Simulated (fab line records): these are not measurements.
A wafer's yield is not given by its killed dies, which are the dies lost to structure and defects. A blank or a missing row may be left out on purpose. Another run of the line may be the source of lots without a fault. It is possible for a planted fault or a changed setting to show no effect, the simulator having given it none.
Chamber matching | flow n5 finfet | 3 sister chambers for N5_BEOL_M6_CURE_75 on uv cure-02
The step cures SiCOH lowk, time 120 s. 20 wafers are shown with their chamber, then 10 later ones without.

## WAFERS PAIRED WITH THEIR CHAMBERS
wafer  | chamber | wafer_temp_C_max | lamp power pct (%)
L075.3 | 2       | 371.8            | 52.24
L075.4 | 2       | 371.7            | 52.31
L075.5 | 2       | 371.5            | 52.37
L079.1 | 0       | 372.1            | 52.30
L079.2 | 0       | 372.0            | 52.40
L079.6 | 0       | 371.8            | 52.40
L081.2 | 0       | 371.3            | 52.31
L081.4 | 0       | 371.8            | 52.25
L081.5 | 0       | 371.2            | 52.29
L082.4 | 1       | 373.1            | 52.38
L082.5 | 1       | 371.9            | 52.31
L082.6 | 1       | 372.4            | 52.38
L085.1 | 0       | 371.9            | 52.30
L085.3 | 0       | 371.1            | 52.24
L085.5 | 0       | 371.5            | 52.28
L085.2 | 0       | 371.4            | 52.31
L085.4 | 0       | 371.3            | 52.30
L085.6 | 0       | 371.5            | 52.39
L091.2 | 1       | 372.4            | 52.15
L091.3 | 1       | 371.7            | 52.33

SIGNATURES, as means of the wafers listed above
reading          | chamber 0 | chamber 1 | chamber 2 | scatter within a chamber
wafer_temp_C_max | 371.575   | 372.300   | 371.667   | 0.38
lamp power pct   | 52.3142   | 52.3100   | 52.3067   | 0.0672
Rule: for each reading, subtract the chamber's mean from the wafer's reading, divide by that reading's scatter and square the result; add these up over the readings and take the root, which gives the wafer's distance from the chamber. If the next closest chamber is less than 2 further off than the closest, the wafer can't be placed; otherwise it belongs to the closest. How the scatter is found: for the shown wafers, subtract from each reading the mean of its chamber, square and add these, divide the total by (wafers less chambers), then take the root.

## WAFERS WITHOUT THEIR CHAMBER
wafer  | wafer_temp_C_max | lamp power pct (%)
L091.6 | 372.7            | 52.35
L092.2 | 371.5            | 52.31
L092.3 | 371.5            | 52.24
L092.4 | 371.4            | 52.32
L095.2 | 371.9            | 52.24
L095.3 | 372.0            | 52.25
L095.4 | 371.9            | 52.37
L097.1 | 371.8            | 52.37
L097.4 | 371.9            | 52.39
L097.5 | 371.1            | 52.35

## THE CHAMBER EACH PASSED THROUGH
wafer  | from the rows above          | in truth
L091.6 | can't be placed: 1 or 2 or 0 | 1
L092.2 | can't be placed: 0 or 2 or 1 | 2
L092.3 | can't be placed: 2 or 0 or 1 | 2
L092.4 | can't be placed: 0 or 2 or 1 | 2
L095.2 | can't be placed: 2 or 0 or 1 | 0
L095.3 | can't be placed: 1 or 2 or 0 | 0
L095.4 | can't be placed: 2 or 0 or 1 | 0
L097.1 | can't be placed: 2 or 0 or 1 | 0
L097.4 | can't be placed: 2 or 0 or 1 | 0
L097.5 | can't be placed: 0 or 2 or 1 | 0
Correctly placed: 0 of 10. Not placeable from these rows: 10 (in 10, the candidates include the true chamber). 0 placed wrongly.
